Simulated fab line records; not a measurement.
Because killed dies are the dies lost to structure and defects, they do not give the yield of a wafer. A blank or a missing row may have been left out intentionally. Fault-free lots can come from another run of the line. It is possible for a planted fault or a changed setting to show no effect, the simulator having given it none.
Split-lot trial | flow n5-finfet | 21 wafers read from 7 lots, route of 1938 steps

== ABOUT THE SPLIT ==
At N5_PASSIVATION_EXPOSE_27 (exposes mask PAD, defocus 0 nm), the setting dose-mj was moved away from the recipe's 32.3 on 7 of the 21 wafers read, by -4.6% to +4.9%. For the rest of the wafers, this setting stayed at what the recipe calls for.

== FROM THE SPLIT TO THE READING: what the file shows between them, 3 steps ==
- N5_PASSIVATION_PEB_28
- N5_PASSIVATION_DEVELOP_29: develop time 60 s
- N5_PASSIVATION_HARDBAKE_31: time 120 s

== THE READING ==
cd-nm at N5_PASSIVATION_CD_MEAS_30, given in nm (cd target 4000 nm). Fault-free wafers of this fab line usually give 4001.0 nm, standard deviation 1.7 nm.

wafer  | tool, chamber at the split | dose-mj as run | against the recipe | cd-nm, nm | against lot-mates on the recipe
L074.1 | krf-scanner-02, 0          | 31.19          | -3.4%              | 3994.6    | -4.7
L074.2 | krf-scanner-02, 0          | 32.3           | recipe             | 3999.3    | -
L074.3 | krf-scanner-02, 0          | 31.19          | -3.4%              | 3993.9    | -5.4
L076.1 | krf-scanner-01, 0          | 30.83          | -4.6%              | 3993.7    | -8.5
L076.2 | krf-scanner-01, 0          | 30.83          | -4.6%              | 3993.7    | -8.5
L076.6 | krf-scanner-01, 0          | 32.3           | recipe             | 4002.2    | -
L083.3 | krf-scanner-02, 0          | 32.3           | recipe             | 4003.4    | -
L083.4 | krf-scanner-02, 0          | 32.3           | recipe             | 4002.9    | -
L083.5 | krf-scanner-02, 0          | 32.3           | recipe             | 4002.5    | -
L089.1 | krf-scanner-01, 0          | 32.3           | recipe             | 4002.6    | -
L089.4 | krf-scanner-01, 0          | 32.3           | recipe             | 4002.0    | -
L089.5 | krf-scanner-01, 0          | 32.3           | recipe             | 3999.7    | -
L092.1 | krf-scanner-02, 0          | 31.47          | -2.6%              | 3997.6    | -3.2
L092.4 | krf-scanner-02, 0          | 32.3           | recipe             | 4000.8    | -
L092.6 | krf-scanner-02, 0          | 31.47          | -2.6%              | 3996.2    | -4.6
L095.1 | krf-scanner-01, 0          | 32.3           | recipe             | 4002.6    | -
L095.3 | krf-scanner-01, 0          | 32.3           | recipe             | 4000.6    | -
L095.4 | krf-scanner-01, 0          | 32.3           | recipe             | 4000.2    | -
L096.2 | krf-scanner-01, 0          | 33.88          | +4.9%              | 4010.2    | +11.0
L096.4 | krf-scanner-01, 0          | 32.3           | recipe             | 3999.2    | -
L096.5 | krf-scanner-01, 0          | 32.3           | recipe             | 3999.2    | -

THE FIT
A straight line over all 21 wafers: cd-nm changes by +1.79 nm for each +1% of dose-mj; r = +0.95; the points scatter about the line by 1.3 nm.
The same after taking each lot's own level away (the mean of its wafers on the recipe; 21 wafers): +1.87 nm for each +1%; r = +0.97; scatter 0.93 nm.
Per that fit: largest dose-mj move, reading shift of 9.1 nm.
Measured against the standard deviation above, the lots' own levels, which go from 3999.20 to 4002.93 nm, span 2.2 times it.
The two slopes agree, so the slope changes little with the lot-to-lot level.
Check: +8.38 nm against its lot-mates is what the line predicts for one of the wafers moved furthest among these (+4.9%) when that wafer is left out of the fit. It came out at +11 nm against them.

== FURTHER SPLITS ON THESE WAFERS ==
Before the reading, these wafers also passed through other splits. Each is held against what the fit with the lots' levels taken away leaves over:
other split on the same wafers | wafers away from the commonest value | r with cd-nm (lot level and that fit taken away)
N5_BEOL_M14_PEB_26 peb-temp-c  | 4                                    | +0.30
N5_MIM_BOT_SPUTTER_00 power-w  | 8                                    | -0.07

== THE FILE'S OWN FIT ==
cd-nm changes by +1.91 nm for each +1% of dose-mj, r = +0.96.
